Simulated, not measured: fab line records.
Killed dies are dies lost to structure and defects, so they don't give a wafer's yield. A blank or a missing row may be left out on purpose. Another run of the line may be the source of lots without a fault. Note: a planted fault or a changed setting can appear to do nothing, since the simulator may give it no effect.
8D (eight disciplines) problem report, filled in by code || flow n5-finfet || the parts of the form that need people (team, actions taken, sign-off) are left out

## 1. WHAT WENT WRONG
At N5_FIN_CUT_COAT_18, plate-temp-C averages 224.46 C over 6 wafers from 2 lots, while fault-free wafers read 249.99 C, standard deviation 0.17. That is -99 or more standard deviations from the usual mean.
The step: time 60 s, resist thk 230 nm.
The first sign was on wafer L831.1 at day 5 14:50, on litho-track-03. Wafers with a number at this step in the record: 27, from 9 lots. Rule for "out" (also "out of limits"): further than 4 standard deviations from the usual mean. All remaining wafers that have a number are taken as sound.

## 2. WHAT IT IS, AND WHAT IT ISN'T
{"question": "which readings at this step", "is": "plate-temp-C, heater-power-total-W", "is not": "chill-plate-temp-C"}
{"question": "which lots", "is": "L831, L836", "is not": "L819, L820, L821, L827, L838, L839, L840"}
{"question": "which wafers of those lots", "is": "all that have a number", "is not": "-"}
{"question": "read on which tools", "is": "litho-track-03", "is not": "litho-track-02, litho-track-04"}
{"question": "when", "is": "from day 5 14:50", "is not": "up to then (12 sound wafers); but 9 sound wafers of L838, L839, L840 came after"}

## 3. WHAT RULES OUT EACH SUSPECT
Counting: a tool stays on the suspect list if, at a process step up to the reading, it processed all lots that are out and no sound lot following the first of them.
- rie-diel-04 at N5_FIN_SAQP_ETCH_67 (etches SiNx in CH3F/O2, target depth 30 nm): kept. It processed each lot that is out, first L831 at day 5 13:18, and no sound lot thereafter; up to then, the last sound lot it processed was L821 at day 3 00:31.
- litho-track-03 at N5_FIN_CUT_COAT_18 (time 60 s, resist thk 230 nm): kept. It processed each lot that is out, first L831 at day 5 14:50, and no sound lot thereafter; up to then, the last sound lot it processed was L827 at day 4 14:53. On those wafers its own readings are out: heater-power-total-W, plate-temp-C.
Left after counting: rie-diel-04 at N5_FIN_SAQP_ETCH_67, litho-track-03 at N5_FIN_CUT_COAT_18.

## 4. THE CAUSE (what the simulator had put in)
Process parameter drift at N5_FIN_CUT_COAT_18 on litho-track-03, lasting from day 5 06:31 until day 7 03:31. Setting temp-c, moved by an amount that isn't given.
After counting, 2 suspects remain, this tool included.

## 5. THE EFFECT CHAIN, in route order
Rows list readings where the struck wafers' mean (over those with a number) sits beyond 3 standard deviations from the usual. Scope: only readings with a usual standard deviation given in the record; hours: median across lots of the time from each lot's start at the first step in this table that gives one to its start at this step; sigmas: change in usual standard deviations.
{"hours": 0, "step": "N5_FIN_CUT_COAT_18", "reading": "heater-power-total-W", "usual": "500.4 W", "on struck wafers": 438.3, "change": -62.1, "sigmas": -33}
{"hours": 0, "step": "N5_FIN_CUT_COAT_18", "reading": "plate-temp-C", "usual": "249.99 C", "on struck wafers": 224.46, "change": -25.53, "sigmas": "-99 or more"}
It contains these process steps:
- N5_FIN_CUT_COAT_18: time 60 s, resist thk 230 nm.
At these later measuring or inspecting steps, every struck wafer for which the step has a row has a number for every such reading, and none has moved that far: N5_FIN_CUT_CD_MEAS_08, N5_BEOL_M4_RC_MEAS_101.

## 6. HOW IT WOULD HAVE BEEN CAUGHT EARLIER
First out-of-limits reading in this record: day 5 14:50, which is 8 hours after fault onset at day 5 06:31.
